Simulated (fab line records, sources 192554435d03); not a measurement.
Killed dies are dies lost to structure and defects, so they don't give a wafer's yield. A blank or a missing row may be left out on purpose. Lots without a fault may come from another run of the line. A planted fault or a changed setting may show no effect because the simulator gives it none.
Split-lot experiment | flow n5_finfet | 7 lots, 39 wafers read, on a route of 1938 steps

THE SPLIT
At N5_BEOL_M0_SAQP_PECVD_03 (deposits SiCN from 3MS/NH3, target thk 12 nm, time 21.1 s), the setting time_s was moved away from the recipe's 21.1 s on 15 of the 39 wafers read, by -36.4% to +52.3%. The other wafers ran this setting at the recipe's value.

The reading is taken at the split's own step.

THE READING
SiCN_of_BEOL_M0_SAQP_PECVD_03.thk_nm (the simulator's own value, which no gauge read), in nm, at N5_BEOL_M0_SAQP_PECVD_03 (deposits SiCN from 3MS/NH3, target thk 12 nm, time 21.1 s). The file gives no usual value for it. The 24 wafers here that ran the recipe average 11.9 nm, standard deviation 0.22 nm.

wafer  | tool, chamber at the split | time_s as run, s | against the recipe | SiCN_of_BEOL_M0_SAQP_PECVD_03.thk_nm, nm | against lot-mates on the recipe
L077.1 | pecvd-04, 2                | 21.1             | recipe             | 11.6                                     | -
L077.2 | pecvd-04, 0,2              | 29.36            | +39.1%             | 16.4                                     | +4.8
L077.6 | pecvd-04, 0,2              | 29.36            | +39.1%             | 16.4                                     | +4.8
L077.3 | pecvd-04, 1                | 21.1             | recipe             | 11.4                                     | -
L077.4 | pecvd-04, 0                | 29.36            | +39.1%             | 16.6                                     | +5.0
L077.5 | pecvd-04, 1                | 21.1             | recipe             | 11.8                                     | -
L074.1 | pecvd-04, 1                | 27.82            | +31.8%             | 15.2                                     | +3.4
L074.2 | pecvd-04, 0                | 21.1             | recipe             | 11.8                                     | -
L074.3 | pecvd-04, 2                | 27.82            | +31.8%             | 15.4                                     | +3.6
L074.4 | pecvd-04, 1                | 21.1             | recipe             | 11.6                                     | -
L074.5 | pecvd-04, 2                | 27.82            | +31.8%             | 15.6                                     | +3.8
L074.6 | pecvd-04, 0                | 21.1             | recipe             | 12                                       | -
L081.3 | pecvd-04, 1                | 21.1             | recipe             | 11.6                                     | -
L081.5 | pecvd-04, 0,1              | 21.1             | recipe             | 12                                       | -
L081.6 | pecvd-04, 0,1              | 21.1             | recipe             | 12                                       | -
L085.1 | pecvd-03, 1                | 21.1             | recipe             | 11.8                                     | -
L085.2 | pecvd-03, 2                | 24.94            | +18.2%             | 14.2                                     | +2.1
L085.3 | pecvd-03, 0,1              | 24.94            | +18.2%             | 14                                       | +1.9
L085.4 | pecvd-03, 0,1              | 24.94            | +18.2%             | 14                                       | +1.9
L085.5 | pecvd-03, 2,0              | 21.1             | recipe             | 12.2                                     | -
L085.6 | pecvd-03, 2,0              | 21.1             | recipe             | 12.2                                     | -
L086.1 | pecvd-02, 0,1,2            | 21.1             | recipe             | 12.2                                     | -
L086.2 | pecvd-02, 0,1,2            | 21.1             | recipe             | 12.2                                     | -
L086.3 | pecvd-02, 0,1,2            | 21.1             | recipe             | 12.2                                     | -
L086.4 | pecvd-02, 2,1,0            | 32.14            | +52.3%             | 18.4                                     | +6.2
L086.5 | pecvd-02, 2,1,0            | 32.14            | +52.3%             | 18.4                                     | +6.2
L086.6 | pecvd-02, 2,1,0            | 32.14            | +52.3%             | 18.4                                     | +6.2
L087.1 | pecvd-03, 0,1,1            | 21.1             | recipe             | 11.8                                     | -
L087.3 | pecvd-03, 0,1,1            | 21.1             | recipe             | 11.8                                     | -
L087.5 | pecvd-03, 0,1,1            | 21.1             | recipe             | 11.8                                     | -
L087.2 | pecvd-03, 2                | 21.1             | recipe             | 12.2                                     | -
L087.4 | pecvd-03, 2,0              | 21.1             | recipe             | 12                                       | -
L087.6 | pecvd-03, 2,0              | 21.1             | recipe             | 12                                       | -
L091.1 | pecvd-03, 0,1,0            | 21.1             | recipe             | 12                                       | -
L091.3 | pecvd-03, 0,1,0            | 21.1             | recipe             | 12                                       | -
L091.4 | pecvd-03, 0,1,0            | 21.1             | recipe             | 12                                       | -
L091.2 | pecvd-03, 1,0,1            | 13.41            | -36.4%             | 7.6                                      | -4.4
L091.5 | pecvd-03, 1,0,1            | 13.41            | -36.4%             | 7.6                                      | -4.4
L091.6 | pecvd-03, 1,0,1            | 13.41            | -36.4%             | 7.6                                      | -4.4
Where a row lists several chambers, the file gives one row for several wafers and doesn't say which wafer went through which chamber.

THE FIT
A straight line over all 39 wafers: SiCN_of_BEOL_M0_SAQP_PECVD_03.thk_nm changes by +0.119 nm for each +1% of time_s; r = +1.00; the points scatter about the line by 0.22 nm.
The same after taking each lot's own level away (the mean of its wafers on the recipe; 39 wafers): +0.119 nm for each +1%; r = +1.00; scatter 0.16 nm.
On that fit, the largest move of time_s shifts the reading by 6.2 nm.
The lots' own levels span 11.60 to 12.20 nm, that is 2.7 times the standard deviation above.
So the lot-to-lot level changes the slope little: the two slopes agree.
Check: with one of the wafers moved furthest among these (+52.3%) left out of the fit, the line predicts +6.23 nm for it against its lot-mates. It came out at +6.2 nm against them.

OTHER SPLITS ON THESE WAFERS
These wafers also went through other splits before the reading. Each is held against what the fit with the lots' levels taken away leaves over:
other split on the same wafers          | wafers away from the commonest value | r with SiCN_of_BEOL_M0_SAQP_PECVD_03.thk_nm (lot level and that fit taken away)
N5_SD_EPI_N_ETCH_16 target_depth_a      | 18                                   | +0.01
N5_SD_EPI_P_ETCH_16 target_depth_a      | 15                                   | +0.00
N5_MOL_CONTACT_COAG_PRECLEAN_111 time_s | 15                                   | +0.14

THE FILE'S OWN FIT
SiCN_of_BEOL_M0_SAQP_PECVD_03.thk_nm changes by +0.119 nm for each +1% of time_s, r = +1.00.
